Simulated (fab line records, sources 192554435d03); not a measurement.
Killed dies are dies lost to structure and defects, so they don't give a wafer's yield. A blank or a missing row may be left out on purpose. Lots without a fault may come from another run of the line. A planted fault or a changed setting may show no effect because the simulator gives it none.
Split-lot experiment | flow n5_finfet | 7 lots, 39 wafers read, on a route of 1938 steps

THE SPLIT
At N5_MOL_CONTACT_COAG_ALD_131 (deposits SiO2, target thk 5 nm, pulse time 1 s, co reactant pulse time 1 s), the setting ald_cycles was moved away from the recipe's 35 on 18 of the 39 wafers read, by -17.1% to +11.4%. The other wafers ran this setting at the recipe's value.

The reading is taken at the split's own step.

THE READING
SiO2_of_MOL_CONTACT_COAG_ALD_131.thk_nm (the simulator's own value, which no gauge read), in nm, at N5_MOL_CONTACT_COAG_ALD_131 (deposits SiO2, target thk 5 nm, pulse time 1 s, co reactant pulse time 1 s). The file gives no usual value for it.

wafer  | tool, chamber at the split | ald_cycles as run | against the recipe | SiO2_of_MOL_CONTACT_COAG_ALD_131.thk_nm, nm | against lot-mates on the recipe
L074.2 | ald_sin-04, 1,0,1          | 35                | recipe             | 5                                           | -
L074.3 | ald_sin-04, 1,0,1          | 35                | recipe             | 5                                           | -
L074.5 | ald_sin-04, 1,0,1          | 35                | recipe             | 5                                           | -
L075.1 | ald_sin-04, 3,1,3          | 35                | recipe             | 5                                           | -
L075.4 | ald_sin-04, 3,1,3          | 35                | recipe             | 5                                           | -
L075.6 | ald_sin-04, 3,1,3          | 35                | recipe             | 5                                           | -
L075.2 | ald_sin-04, 2,0,2          | 38                | +8.6%              | 5.4                                         | +0.4
L075.3 | ald_sin-04, 2,0,2          | 38                | +8.6%              | 5.4                                         | +0.4
L075.5 | ald_sin-04, 2,0,2          | 38                | +8.6%              | 5.4                                         | +0.4
L081.1 | ald_sin-03, 1,2,1          | 32                | -8.6%              | 4.6                                         | -0.4
L081.2 | ald_sin-03, 1,2,1          | 32                | -8.6%              | 4.6                                         | -0.4
L081.6 | ald_sin-03, 1,2,1          | 32                | -8.6%              | 4.6                                         | -0.4
L081.3 | ald_sin-03, 3,0,2          | 35                | recipe             | 5                                           | -
L081.4 | ald_sin-03, 3,0,2          | 35                | recipe             | 5                                           | -
L081.5 | ald_sin-03, 3,0,2          | 35                | recipe             | 5                                           | -
L085.1 | ald_sin-02, 0,1,0          | 39                | +11.4%             | 5.6                                         | +0.6
L085.5 | ald_sin-02, 0,1,0          | 39                | +11.4%             | 5.6                                         | +0.6
L085.6 | ald_sin-02, 0,1,0          | 39                | +11.4%             | 5.6                                         | +0.6
L085.2 | ald_sin-02, 2,1,3          | 35                | recipe             | 5                                           | -
L085.3 | ald_sin-02, 2,1,3          | 35                | recipe             | 5                                           | -
L085.4 | ald_sin-02, 2,1,3          | 35                | recipe             | 5                                           | -
L092.1 | ald_sin-04, 3,0,3          | 35                | recipe             | 5                                           | -
L092.4 | ald_sin-04, 3,0,3          | 35                | recipe             | 5                                           | -
L092.5 | ald_sin-04, 3,0,3          | 35                | recipe             | 5                                           | -
L092.2 | ald_sin-04, 2,0,2          | 29                | -17.1%             | 4.2                                         | -0.8
L092.3 | ald_sin-04, 2,0,2          | 29                | -17.1%             | 4.2                                         | -0.8
L092.6 | ald_sin-04, 2,0,2          | 29                | -17.1%             | 4.2                                         | -0.8
L093.1 | ald_sin-04, 3,0,2          | 35                | recipe             | 5                                           | -
L093.2 | ald_sin-04, 3,0,2          | 35                | recipe             | 5                                           | -
L093.3 | ald_sin-04, 3,0,2          | 35                | recipe             | 5                                           | -
L093.4 | ald_sin-04, 3,2,0          | 32                | -8.6%              | 4.6                                         | -0.4
L093.5 | ald_sin-04, 3,2,0          | 32                | -8.6%              | 4.6                                         | -0.4
L093.6 | ald_sin-04, 3,2,0          | 32                | -8.6%              | 4.6                                         | -0.4
L094.1 | ald_sin-02, 2,1,0          | 35                | recipe             | 5                                           | -
L094.3 | ald_sin-02, 2,1,0          | 35                | recipe             | 5                                           | -
L094.6 | ald_sin-02, 2,1,0          | 35                | recipe             | 5                                           | -
L094.2 | ald_sin-02, 0              | 33                | -5.7%              | 4.6                                         | -0.4
L094.4 | ald_sin-02, 3,1            | 33                | -5.7%              | 4.8                                         | -0.2
L094.5 | ald_sin-02, 3,1            | 33                | -5.7%              | 4.8                                         | -0.2
Where a row lists several chambers, the file gives one row for several wafers and doesn't say which wafer went through which chamber.

THE FIT
A straight line over all 39 wafers: SiO2_of_MOL_CONTACT_COAG_ALD_131.thk_nm changes by +0.048 nm for each +1% of ald_cycles; r = +1.00; the points scatter about the line by 0.031 nm.
The same after taking each lot's own level away (the mean of its wafers on the recipe; 39 wafers): +0.048 nm for each +1%; r = +1.00; scatter 0.031 nm.
On that fit, the largest move of ald_cycles shifts the reading by 0.82 nm.
The lots' own levels span 5.00 to 5.00 nm.
So the lot-to-lot level changes the slope little: the two slopes agree.
Check: with one of the wafers moved furthest among these (-17.1%) left out of the fit, the line predicts -0.819 nm for it against its lot-mates. It came out at -0.8 nm against them.

THE FILE'S OWN FIT
SiO2_of_MOL_CONTACT_COAG_ALD_131.thk_nm changes by +0.0478 nm for each +1% of ald_cycles, r = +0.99.
